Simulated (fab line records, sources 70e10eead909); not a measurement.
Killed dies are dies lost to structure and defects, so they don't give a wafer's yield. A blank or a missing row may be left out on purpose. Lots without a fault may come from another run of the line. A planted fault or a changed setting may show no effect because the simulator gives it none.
Chamber matching | flow nand_harc | NHARC_P_STI_ETCH_15 on rie_si-05: 4 sister chambers
The step etches the open film in HBr/Cl2, target depth 300 nm, time 100.1 s. 14 wafers are shown with their chamber, then 7 later ones without.

WAFERS WITH THEIR CHAMBER
wafer  | chamber | drypump_motor_current_A (A) | throttle_valve_pct (%) | oes_product_au (a.u.)
L388.2 | 0       | 5.6                         | 26.406                 | 1.008
L388.3 | 2       | 5.9                         | 26.405                 | 1.001
L388.4 | 3       | 5.4                         | 26.421                 | 0.991
L390.1 | 1       | 5.2                         | 26.413                 | 1.005
L390.5 | 3       | 5.4                         | 26.393                 | 1.002
L390.6 | 0       | 5.6                         | 26.405                 | 1.005
L401.1 | 3       | 5.4                         | 26.406                 | 1.004
L401.2 | 2       | 5.9                         | 26.404                 | 0.996
L401.3 | 0       | 5.6                         | 26.402                 | 1.007
L407.3 | 2       | 5.9                         | 26.409                 | 1.012
L407.4 | 3       | 5.4                         | 26.409                 | 1.003
L407.6 | 1       | 5.3                         | 26.419                 | 1.000
L408.4 | 2       | 5.9                         | 26.399                 | 1.005
L408.5 | 2       | 5.9                         | 26.393                 | 1.007

SIGNATURES (means of the wafers above)
reading                 | chamber 0 | chamber 1 | chamber 2 | chamber 3 | scatter within a chamber
drypump_motor_current_A | 5.600     | 5.250     | 5.900     | 5.400     | 0.0224
throttle_valve_pct      | 26.40433  | 26.41600  | 26.40200  | 26.40725  | 0.00759
oes_product_au          | 1.00667   | 1.00250   | 1.00420   | 1.00000   | 0.00523
Rule: a wafer's distance from a chamber is the root of the sum, over the readings, of the square of ((its reading less the chamber's mean) divided by the reading's scatter). The wafer belongs to the nearest chamber; if the next one is less than 2 further off, it can't be placed. The scatter: the root of (the sum of the squares of (reading less its chamber's mean) over the shown wafers, divided by (wafers less chambers)).

WAFERS WITHOUT THEIR CHAMBER
wafer  | drypump_motor_current_A (A) | throttle_valve_pct (%) | oes_product_au (a.u.)
L408.6 | 5.2                         | 26.413                 | 0.995
L409.3 | 5.2                         | 26.401                 | 0.997
L409.4 | 5.9                         | 26.411                 | 0.997
L409.6 | 5.2                         | 26.411                 | 1.005
L410.1 | 5.2                         | 26.398                 | 1.003
L410.4 | 5.9                         | 26.380                 | 1.004
L410.6 | 5.2                         | 26.412                 | 1.002

WHICH CHAMBER EACH WENT THROUGH
wafer  | from the rows above | in truth
L408.6 | 1                   | 1
L409.3 | 1                   | 1
L409.4 | 2                   | 2
L409.6 | 1                   | 1
L410.1 | 1                   | 1
L410.4 | 2                   | 2
L410.6 | 1                   | 1
Placed correctly: 7 of 7. Can't be placed from these rows: 0. Placed wrongly: 0.
